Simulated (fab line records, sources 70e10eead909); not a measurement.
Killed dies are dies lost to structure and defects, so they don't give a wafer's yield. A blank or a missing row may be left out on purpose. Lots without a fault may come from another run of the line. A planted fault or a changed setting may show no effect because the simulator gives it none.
Problem report in the 8D (eight disciplines) form, filled by code | flow nand_harc | the parts of the form that need people (team, actions taken, sign-off) are left out

1. THE PROBLEM
killed_at_periphery at NHARC_END_SORT_01 reads a mean of 627.8 on 6 wafers of 2 lots; wafers without a fault read 3.1 with a standard deviation of 2. That is +99 or more standard deviations from the usual mean.
First seen on wafer L928.1, day 28 06:05, on prober-01. The record holds 36 wafers of 12 lots with a number at this step. Rule for "out", or "out of limits": more than 4 standard deviations from the usual mean. The other wafers with a number count as sound.

2. WHAT IT IS AND WHAT IT IS NOT
question                    | is                               | is not
which readings at this step | killed_at_periphery, killed_dies | killed_at_array, killed_open, killed_short
which lots                  | L928, L929                       | L919, L921, L922, L924, L925, L926, L936, L937, L940, L942
which wafers of those lots  | all that have a number           | -
read on which gauges        | prober-01, prober-02             | -
when                        | from day 28 06:05                | up to then (18 sound wafers); but 12 sound wafers of L936, L937, L940, L942 came after

3. SUSPECTS, AND WHAT RULES EACH OUT
Counting: a tool at a process step up to the reading stays a suspect if it ran every lot that is out and no sound lot after the first of them.
- the gauge at NHARC_END_SORT_01: ruled out. The wafers that are out were read on 2 gauges (prober-01, prober-02).
- rie_diel-05 at NHARC_P_STI_ETCH_31 (etches the open film in CF4/CHF3, target depth 108.9 nm, time 54.5 s): ruled out as a lasting fault. Sound lots L940 ran on it after its first lot that is out, L928 (day 6 12:18).
Left after counting: nothing in the record.

4. THE CAUSE (what the simulator had put in)
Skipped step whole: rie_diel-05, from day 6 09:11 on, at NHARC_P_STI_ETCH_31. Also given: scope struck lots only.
Counting ruled it out, wrongly: the rule takes a fault to strike every lot that its tool runs from its start on, and this one did not.

5. THE CHAIN OF EFFECTS, in route order
Each row: a reading whose mean over the struck wafers that have a number lies more than 3 standard deviations from the usual. Only readings for which the record gives a usual standard deviation are gone through. hours: the time from each lot's start at the first step in this table that gives one to its start at this step, as a median over the lots. sigmas: the change in usual standard deviations.
hours | step              | reading             | usual | on struck wafers | change | sigmas
0     | NHARC_END_SORT_01 | killed_at_periphery | 3.1   | 627.8            | +624.7 | +99 or more
0     | NHARC_END_SORT_01 | killed_dies         | 67    | 677              | +610   | +22
Readings that are blank on the struck wafers while sound wafers have them: bias_w at NHARC_P_STI_ETCH_31; cf4_flow_sccm at NHARC_P_STI_ETCH_31; drypump_motor_current_A at NHARC_P_STI_ETCH_31; mfc_ar_sccm at NHARC_P_STI_ETCH_31; oes_product_au at NHARC_P_STI_ETCH_31; rf_vpp_V at NHARC_P_STI_ETCH_31; showerhead_plenum_p_Torr at NHARC_P_STI_ETCH_31; throttle_valve_pct at NHARC_P_STI_ETCH_31.

6. WHAT WOULD HAVE CAUGHT IT SOONER
In this record the first reading out of limits at a measuring or inspecting step was taken at day 28 06:05, 525 hours after the fault began at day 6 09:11.
At NHARC_P_STI_ETCH_31 the tool's readings are blank on the struck wafers, where sound wafers have them: an empty tool record is the first sign, and it was there at once.
